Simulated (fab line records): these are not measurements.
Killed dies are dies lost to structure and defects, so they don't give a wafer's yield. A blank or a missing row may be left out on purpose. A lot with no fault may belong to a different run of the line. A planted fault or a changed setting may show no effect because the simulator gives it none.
What tool caused it? + flow n5 finfet + Sampling: 15 lots, 44 wafers, 6 of 1938 route steps

WHAT THE GAUGES SHOWED, per wafer
N5_PMOS_HMC_CHANNEL_EPI_THK_MEAS_22.
| lot  | measured    | on            | HMC_CMP_THK (nm) |
|------|-------------|---------------|------------------|
| L887 | day 1 19:53 | film metro-02 | 55.2 55.2 51.7   |
| L888 | day 2 03:07 | film metro-02 | 55.1 54.4        |
| L889 | day 2 07:47 | film metro-02 | 53.5 54.2 52.8   |
| L890 | day 2 13:26 | film metro-02 | 53.5 53.6 53.9   |
| L894 | day 3 15:05 | film metro-02 | 59.9 60.5 59.9   |
| L895 | day 3 21:16 | film metro-02 | 58.9 59.0 59.1   |
| L896 | day 4 02:40 | film metro-01 | 58.9 58.3 58.7   |
| L898 | day 4 13:46 | film metro-02 | 52.8 55.4 51.6   |
| L904 | day 6 01:59 | film metro-01 | 52.0 53.6 53.2   |
| L905 | day 6 08:13 | film metro-01 | 54.2 54.0 54.6   |
| L906 | day 6 13:43 | film metro-01 | 52.4 54.2 54.7   |
| L907 | day 6 19:46 | film metro-01 | 52.4 54.3 53.9   |
| L908 | day 7 01:43 | film metro-02 | 53.9 53.3 54.6   |
| L909 | day 7 08:35 | film metro-02 | 54.5 55.6 52.2   |
| L910 | day 7 13:45 | film metro-02 | 51.8 53.4 54.0   |

N5_PMOS_HMC_CHANNEL_EPI_INSPECT_30: inspects for defects (darkfield).
| lot  | measured    | on                | raw defect count |
|------|-------------|-------------------|------------------|
| L887 | day 1 20:22 | defect inspect-02 | 36 18 10         |
| L888 | day 2 03:36 | defect inspect-01 | 30 23            |
| L889 | day 2 08:16 | defect inspect-02 | 16 18 19         |
| L890 | day 2 13:55 | defect inspect-02 | 16 23 21         |
| L894 | day 3 15:34 | defect inspect-01 | 26 37 30         |
| L895 | day 3 21:45 | defect inspect-01 | 56 46 63         |
| L896 | day 4 03:09 | defect inspect-02 | 62 72 65         |
| L898 | day 4 14:14 | defect inspect-01 | 20 14 9          |
| L904 | day 6 02:28 | defect inspect-01 | 20 20 21         |
| L905 | day 6 08:42 | defect inspect-02 | 18 29 28         |
| L906 | day 6 14:13 | defect inspect-02 | 22 24 14         |
| L907 | day 6 20:14 | defect inspect-01 | 13 24 23         |
| L908 | day 7 02:11 | defect inspect-01 | 13 17 24         |
| L909 | day 7 09:10 | defect inspect-01 | 26 21 20         |
| L910 | day 7 14:20 | defect inspect-01 | 9 29 16          |

N5_BEOL_M4_RC_MEAS_101.
| lot  | measured     | on        | DIBL_N (mV/V)  | DIBL_P (mV/V)  | IOFF_N (nA/um) | IOFF_P (nA/um) | ION_N (uA/um) | ION_P (uA/um) | SS_N (mV/dec)  | SS_P (mV/dec)  | VT_N (mV)   | VT_P (mV)      |
|------|--------------|-----------|----------------|----------------|----------------|----------------|---------------|---------------|----------------|----------------|-------------|----------------|
| L887 | day 7 20:41  | prober-01 | 35.0 32.8 33.8 | 34.6 32.3 32.1 | 0.13 0.11 0.12 | 0.20 0.17 0.16 | 672 658 665   | 464 457 461   | 71.2 70.6 71.6 | 72.7 72.4 72.1 | 250 256 254 | -250 -251 -251 |
| L888 | day 8 00:44  | prober-01 | 37.3 35.4      | 37.3 35.0      | 0.17 0.14      | 0.21 0.19      | 674 667       | 461 454       | 71.5 71.6      | 73.2 72.4      | 251 251     | -254 -253      |
| L889 | day 8 00:55  | prober-02 | 36.3 35.1 32.8 | 37.2 36.8 34.1 | 0.17 0.15 0.12 | 0.21 0.19 0.16 | 675 662 672   | 458 454 463   | 72.3 71.6 70.7 | 73.5 73.3 72.1 | 249 251 253 | -252 -252 -255 |
| L890 | day 9 02:25  | prober-02 | 33.3 36.6 34.8 | 33.6 37.5 34.4 | 0.12 0.17 0.14 | 0.15 0.20 0.15 | 657 680 656   | 446 458 444   | 70.9 72.6 71.8 | 73.0 73.8 73.3 | 253 247 251 | -255 -251 -255 |
| L898 | day 10 14:30 | prober-01 | 38.5 32.9 37.7 | 36.9 30.5 36.0 | 0.16 0.09 0.16 | 0.26 0.17 0.25 | 684 639 674   | 475 447 474   | 71.2 70.3 71.4 | 73.7 72.9 73.6 | 248 257 248 | -247 -250 -245 |
| L904 | day 12 02:56 | prober-02 | 37.0 37.4 36.6 | 38.5 38.1 36.9 | 0.17 0.20 0.17 | 0.24 0.23 0.22 | 661 697 686   | 456 478 464   | 72.0 71.2 70.7 | 73.5 73.8 72.4 | 246 243 248 | -249 -251 -250 |
| L905 | day 12 00:15 | prober-02 | 38.2 38.3 37.3 | 34.2 37.3 36.2 | 0.15 0.17 0.16 | 0.19 0.23 0.22 | 658 691 687   | 452 473 474   | 71.8 71.6 71.0 | 73.3 73.5 73.4 | 253 245 248 | -253 -251 -249 |
| L906 | day 12 17:16 | prober-02 | 38.6 39.9 38.5 | 39.0 42.4 39.0 | 0.18 0.22 0.20 | 0.23 0.29 0.25 | 675 696 689   | 464 482 472   | 71.9 72.1 71.6 | 73.4 73.9 73.0 | 249 245 246 | -250 -248 -250 |
| L907 | day 13 05:34 | prober-02 | 38.0 34.9 34.1 | 39.0 35.5 34.3 | 0.20 0.15 0.13 | 0.25 0.19 0.18 | 685 689 664   | 465 469 458   | 72.1 71.6 71.3 | 74.5 73.0 73.1 | 248 250 253 | -251 -250 -254 |
| L908 | day 13 02:10 | prober-02 | 35.9 32.9 33.8 | 36.9 32.5 31.9 | 0.17 0.12 0.12 | 0.28 0.19 0.18 | 684 663 656   | 476 462 454   | 71.5 70.3 70.8 | 74.2 72.6 72.2 | 249 255 252 | -243 -249 -251 |
| L909 | day 13 18:15 | prober-01 | 37.4 33.0 37.6 | 40.0 33.5 40.5 | 0.21 0.14 0.22 | 0.26 0.17 0.25 | 678 679 692   | 458 467 470   | 71.8 71.5 72.9 | 74.5 72.5 74.6 | 242 249 244 | -250 -254 -249 |
| L910 | day 13 18:21 | prober-02 | 36.0 35.7 35.6 | 37.0 36.7 37.8 | 0.18 0.18 0.19 | 0.25 0.25 0.28 | 684 693 700   | 464 475 491   | 71.0 71.2 71.5 | 73.4 73.6 74.2 | 245 244 245 | -248 -245 -245 |

TOOL THAT RAN EACH LOT (tool first, then ch and the chambers of the sampled wafers, then the start)
| lot  | N5_WELL_APT_RTA_34              | N5_PMOS_HMC_CHANNEL_EPI_HM_DEP_34 | N5_PMOS_HMC_CHANNEL_EPI_CMP_21 |
|------|---------------------------------|-----------------------------------|--------------------------------|
| L887 | rtp anneal-01 ch 0, day 1 15:48 | pecvd-01 ch 0,1, day 1 16:41      | cmp-01 ch 0,2,3, day 1 19:35   |
| L888 | rtp anneal-01 ch 0, day 1 23:03 | pecvd-01 ch 0, day 1 23:59        | cmp-02 ch 1,2, day 2 02:50     |
| L889 | rtp anneal-02 ch 0, day 2 04:12 | pecvd-03 ch 0,2, day 2 05:08      | cmp-04 ch 0,2,3, day 2 07:34   |
| L890 | rtp anneal-02 ch 0, day 2 09:56 | pecvd-03 ch 0,1,2, day 2 10:49    | cmp-01 ch 1,2,3, day 2 13:08   |
| L894 | rtp anneal-02 ch 0, day 3 11:24 | pecvd-01 ch 0,2, day 3 12:19      | cmp-02 ch 1,2,3, day 3 14:49   |
| L895 | rtp anneal-02 ch 0, day 3 17:44 | pecvd-01 ch 0,2, day 3 18:38      | cmp-01 ch 1,2,3, day 3 21:03   |
| L896 | rtp anneal-02 ch 0, day 3 22:05 | pecvd-01 ch 0,1,2, day 3 22:59    | cmp-02 ch 0,1,3, day 4 02:25   |
| L898 | rtp anneal-01 ch 0, day 4 09:51 | pecvd-01 ch 0,1, day 4 10:46      | cmp-02 ch 0,1,2, day 4 13:32   |
| L904 | rtp anneal-02 ch 0, day 5 22:07 | pecvd-02 ch 0,2, day 5 23:14      | cmp-01 ch 0,2,3, day 6 01:42   |
| L905 | rtp anneal-01 ch 0, day 6 04:31 | pecvd-01 ch 0,2, day 6 05:28      | cmp-04 ch 0,2,3, day 6 08:00   |
| L906 | rtp anneal-02 ch 0, day 6 09:55 | pecvd-02 ch 0,1,2, day 6 10:48    | cmp-04 ch 2,3, day 6 13:28     |
| L907 | rtp anneal-02 ch 0, day 6 16:02 | pecvd-03 ch 0,1,2, day 6 16:58    | cmp-01 ch 0,1,3, day 6 19:28   |
| L908 | rtp anneal-01 ch 0, day 6 21:41 | pecvd-02 ch 0,2, day 6 22:35      | cmp-02 ch 0,1, day 7 01:25     |
| L909 | rtp anneal-01 ch 0, day 7 05:00 | pecvd-03 ch 0,1,2, day 7 05:56    | cmp-02 ch 0,1,2, day 7 08:17   |
| L910 | rtp anneal-01 ch 0, day 7 09:56 | pecvd-03 ch 0,1,2, day 7 10:50    | cmp-01 ch 0,1,2, day 7 13:32   |
- N5_WELL_APT_RTA_34: time 10 s.
- N5_PMOS_HMC_CHANNEL_EPI_HM_DEP_34: deposits SiO2 from TEOS/O2, target thk 36 nm, time 6.9 s.
- N5_PMOS_HMC_CHANNEL_EPI_CMP_21: polishes SiGe30, target thk 54 nm.

WHAT THE TOOLS THEMSELVES READ (means of the sampled wafers that have a number; where no wafer has one, the mark that the record gives instead)
N5_WELL_APT_RTA_34.
| lot  | tool          | lamp power pct (%) | wafer_temp_C_max |
|------|---------------|--------------------|------------------|
| L887 | rtp anneal-01 | 12.99              | 1003.9           |
| L888 | rtp anneal-01 | 13.02              | 1003.0           |
| L889 | rtp anneal-02 | 13.02              | 1003.0           |
| L890 | rtp anneal-02 | 13.05              | 1004.4           |
| L894 | rtp anneal-02 | 13.07              | 1004.1           |
| L895 | rtp anneal-02 | 13.03              | 1003.9           |
| L896 | rtp anneal-02 | 13.01              | 1003.3           |
| L898 | rtp anneal-01 | 13.01              | 1003.4           |
| L904 | rtp anneal-02 | 13.02              | 1003.5           |
| L905 | rtp anneal-01 | 12.99              | 1003.0           |
| L906 | rtp anneal-02 | 12.98              | 1004.0           |
| L907 | rtp anneal-02 | 13.02              | 1003.6           |
| L908 | rtp anneal-01 | 13.03              | 1004.9           |
| L909 | rtp anneal-01 | 13.04              | 1003.3           |
| L910 | rtp anneal-01 | 12.99              | 1003.0           |

N5_PMOS_HMC_CHANNEL_EPI_HM_DEP_34.
| lot  | tool     | heater power w (W) | showerhead plenum p Torr (Torr) | throttle valve pct (%) |
|------|----------|--------------------|---------------------------------|------------------------|
| L887 | pecvd-01 | 655                | 8.36                            | 18.2                   |
| L888 | pecvd-01 | 550                | 8.43                            | 18.2                   |
| L889 | pecvd-03 | 474                | 8.37                            | 17.1                   |
| L890 | pecvd-03 | 565                | 8.39                            | 17.8                   |
| L894 | pecvd-01 | 622                | 8.35                            | 17.9                   |
| L895 | pecvd-01 | 627                | 8.34                            | 17.9                   |
| L896 | pecvd-01 | 631                | 8.32                            | 17.8                   |
| L898 | pecvd-01 | 676                | 8.33                            | 18.2                   |
| L904 | pecvd-02 | 593                | 8.36                            | 19.2                   |
| L905 | pecvd-01 | 660                | 8.31                            | 17.3                   |
| L906 | pecvd-02 | 560                | 8.34                            | 19.3                   |
| L907 | pecvd-03 | 519                | 8.38                            | 17.6                   |
| L908 | pecvd-02 | 575                | 8.35                            | 19.1                   |
| L909 | pecvd-03 | 573                | 8.37                            | 18.0                   |
| L910 | pecvd-03 | 585                | 8.38                            | 17.8                   |

N5_PMOS_HMC_CHANNEL_EPI_CMP_21.
| lot  | tool   | edge zone pressure frac | motor current A (A) | slurry filter dp kPa (kPa) |
|------|--------|-------------------------|---------------------|----------------------------|
| L887 | cmp-01 | 0.996                   | 12.2                | 13.63                      |
| L888 | cmp-02 | 1.002                   | 12.9                | 13.50                      |
| L889 | cmp-04 | 1.003                   | 13.2                | 13.51                      |
| L890 | cmp-01 | 0.999                   | 12.2                | 13.51                      |
| L894 | cmp-02 | -                       | -                   | -                          |
| L895 | cmp-01 | -                       | -                   | -                          |
| L896 | cmp-02 | -                       | -                   | -                          |
| L898 | cmp-02 | 1.001                   | 13.0                | 13.60                      |
| L904 | cmp-01 | 1.004                   | 12.1                | 13.55                      |
| L905 | cmp-04 | 1.000                   | 13.4                | 13.47                      |
| L906 | cmp-04 | 1.000                   | 14.6                | 13.47                      |
| L907 | cmp-01 | 1.001                   | 11.4                | 13.43                      |
| L908 | cmp-02 | 0.995                   | 12.2                | 13.48                      |
| L909 | cmp-02 | 1.006                   | 13.4                | 13.40                      |
| L910 | cmp-01 | 0.999                   | 11.9                | 13.39                      |

THE ANSWER, worked out from the rows above alone
Rule: the usual values come from the lots themselves. Put in order of their means at a reading, lots are off if they are a third of the lots or fewer, leave a main group of 4 or more, and stand apart from it by a gap of 3 or more times the standard deviation of the main group's means; of several such gaps the widest counts. A main group is skipped when, at the precision printed for the reading in the tables above, its means are all equal. Also off: a lot with no number at a reading for which 4 or more lots have one. Where the step has rows for the other lots, those lots are counted as sound. After the gauges, taken in route order, come the tools' own readings; for these a lot's mean is taken, as printed above. The first step at which some lot is off is used, and at that step the reading that is off furthest; a lot without a number counts as furthest.
Off: at N5_PMOS_HMC_CHANNEL_EPI_THK_MEAS_22 (HMC_CMP_THK), L894, L895, L896. The main group: mean 53.7 nm, standard deviation 0.5.
A tool fits if, at a process step before that reading, it ran every lot that is off, and no sound lot after the first of them. Not tried: the gauges at N5_PMOS_HMC_CHANNEL_EPI_THK_MEAS_22; whatever is off there is also off at N5_PMOS_HMC_CHANNEL_EPI_CMP_21, on other tools, and gauge error can't account for it. No candidate that was tried fits.

WHAT THE SIMULATOR HAD INSERTED
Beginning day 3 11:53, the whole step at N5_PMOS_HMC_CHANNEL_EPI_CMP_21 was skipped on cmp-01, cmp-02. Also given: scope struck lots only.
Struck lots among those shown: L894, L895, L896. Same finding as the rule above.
